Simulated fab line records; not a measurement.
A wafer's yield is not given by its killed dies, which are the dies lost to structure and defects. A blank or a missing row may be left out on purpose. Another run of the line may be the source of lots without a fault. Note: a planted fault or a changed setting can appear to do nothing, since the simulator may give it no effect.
Tool commonality check    flow nand harc    1 lot, 3 wafers sampled

## WHY THIS WAS OPENED
At NHARC_END_SORT_01 the reading killed at periphery is flagged on 1 of 1 lot. Wafers without a fault read 4.0, standard deviation 3.
Rule: a lot is flagged in two cases, either no wafer of it has a number, or all its wafers with numbers fall more than 4 standard deviations from that mean. The rest of the lots are taken to be sound.

lot   measured      on         killed at periphery, wafer by wafer  flag
L770  day 26 06:44  prober-02  612 624 620                          FLAGGED
The numbers of the flagged lots are 618.7 on average: +614.7 against the usual, or +99 or more standard deviations.

## WHICH TOOL RAN EACH LOT
Before the reading, the record contains 4 process steps out of a 1302-step route. In each cell: the tool, then ch and the chambers that the sampled wafers went through, then the start.
lot   flag     NHARC_P_GATE_ETCH_104              NHARC_P_GATE_STRIP_108             NHARC_P_GATE_EXPOSE_56            NHARC_P_GATE_STRIP_112
L770  FLAGGED  rie diel-10 ch 0,1,2, day 7 01:03  rie diel-10 ch 1,2,3, day 7 01:35  krf scanner-02 ch 0, day 7 14:12  plasma asher-01 ch 0,1, day 7 14:53
What the steps here do:
- NHARC_P_GATE_ETCH_104: etches the open film in CF4/CHF3, target depth 60 nm.
- NHARC_P_GATE_STRIP_108: strips in O2.
- NHARC_P_GATE_EXPOSE_56: exposes mask P PSD, target cd 720 nm.
- NHARC_P_GATE_STRIP_112: strips in N2/H2, time 200 s.
- NHARC_END_SORT_01

## FLAGGED OVER TOTAL, TOOL BY TOOL (the gauges that took the reading come last)
step                    tool             lots run  flagged  share of the flagged lots  sound lots run after its first flagged lot
NHARC_P_GATE_ETCH_104   rie diel-10      1         1        all                        0
NHARC_P_GATE_STRIP_108  rie diel-10      1         1        all                        0
NHARC_P_GATE_EXPOSE_56  krf scanner-02   1         1        all                        0
NHARC_P_GATE_STRIP_112  plasma asher-01  1         1        all                        0
NHARC_END_SORT_01       prober-02        1         1        all                        0

## THE TABLE: WHAT IT ALLOWS
5 rows of the table ran every flagged lot: rie diel-10 at NHARC_P_GATE_ETCH_104, rie diel-10 at NHARC_P_GATE_STRIP_108, krf scanner-02 at NHARC_P_GATE_EXPOSE_56, plasma asher-01 at NHARC_P_GATE_STRIP_112, prober-02 at NHARC_END_SORT_01.
- rie diel-10 at NHARC_P_GATE_ETCH_104: 1 of its 1 lot flagged. It ran no sound lot before its first flagged lot in this sample, so the start can't be narrowed down.
- rie diel-10 at NHARC_P_GATE_STRIP_108: 1 of its 1 lot flagged. It ran no sound lot before its first flagged lot in this sample, so the start can't be narrowed down.
- krf scanner-02 at NHARC_P_GATE_EXPOSE_56: 1 of its 1 lot flagged. It ran no sound lot before its first flagged lot in this sample, so the start can't be narrowed down.
- plasma asher-01 at NHARC_P_GATE_STRIP_112: 1 of its 1 lot flagged. It ran no sound lot before its first flagged lot in this sample, so the start can't be narrowed down.
- prober-02 at NHARC_END_SORT_01: 1 of its 1 lot flagged. It ran no sound lot before its first flagged lot in this sample, so the start can't be narrowed down.
Counting lots can't tell these 4 tools apart, because each fits a fault that began at some hour. More lots, or a look at what each step does to the wafer, might.

## WHAT THE SIMULATOR PUT IN
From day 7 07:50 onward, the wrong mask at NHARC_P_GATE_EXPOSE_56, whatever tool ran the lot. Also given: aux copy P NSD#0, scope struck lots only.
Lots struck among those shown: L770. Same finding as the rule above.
